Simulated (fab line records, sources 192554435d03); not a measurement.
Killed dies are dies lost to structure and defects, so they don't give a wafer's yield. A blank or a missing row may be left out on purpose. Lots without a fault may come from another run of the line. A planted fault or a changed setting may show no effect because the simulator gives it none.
Chamber matching | flow n5_finfet | N5_BEOL_M1_DEP_57 on pecvd-03: 3 sister chambers
The step deposits SiCN from 3MS/NH3, target thk 8 nm, time 14 s. 6 wafers are shown with their chamber, then 7 later ones without.

WAFERS WITH THEIR CHAMBER
wafer  | chamber | showerhead_plenum_p_Torr (Torr) | throttle_valve_pct (%)
L080.3 | 1       | 3.677                           | 9.5
L083.5 | 0       | 3.694                           | 9.0
L085.4 | 2       | 3.650                           | 8.4
L085.5 | 1       | 3.670                           | 9.7
L087.3 | 2       | 3.654                           | 8.6
L087.4 | 0       | 3.696                           | 9.0

WAFERS WITHOUT THEIR CHAMBER
wafer  | showerhead_plenum_p_Torr (Torr) | throttle_valve_pct (%)
L087.6 | 3.650                           | 8.6
L090.1 | 3.680                           | 9.0
L090.3 | 3.644                           | 8.8
L090.5 | 3.697                           | 8.8
L091.1 | 3.686                           | 9.0
L091.2 | 3.669                           | 9.7
L091.3 | 3.639                           | 8.6

WHICH CHAMBER EACH WENT THROUGH
wafer  | from the rows above     | in truth
L087.6 | 2                       | 2
L090.1 | can't be placed: 0 or 1 | 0
L090.3 | 2                       | 2
L090.5 | 0                       | 0
L091.1 | 0                       | 0
L091.2 | 1                       | 1
L091.3 | 2                       | 2
Placed correctly: 6 of 7. Can't be placed from these rows: 1 (the true chamber is among the candidates in 1). Placed wrongly: 0.
How it was worked out, from the rows above alone: a wafer's distance from a chamber is the root of the sum, over the readings, of the square of ((its reading less the chamber's mean) divided by the reading's scatter). The wafer belongs to the nearest chamber; if the next one is less than 2 further off, it can't be placed. A chamber's mean is the mean of its shown wafers. The scatter: the root of (the sum of the squares of (reading less its chamber's mean) over the shown wafers, divided by (wafers less chambers)).
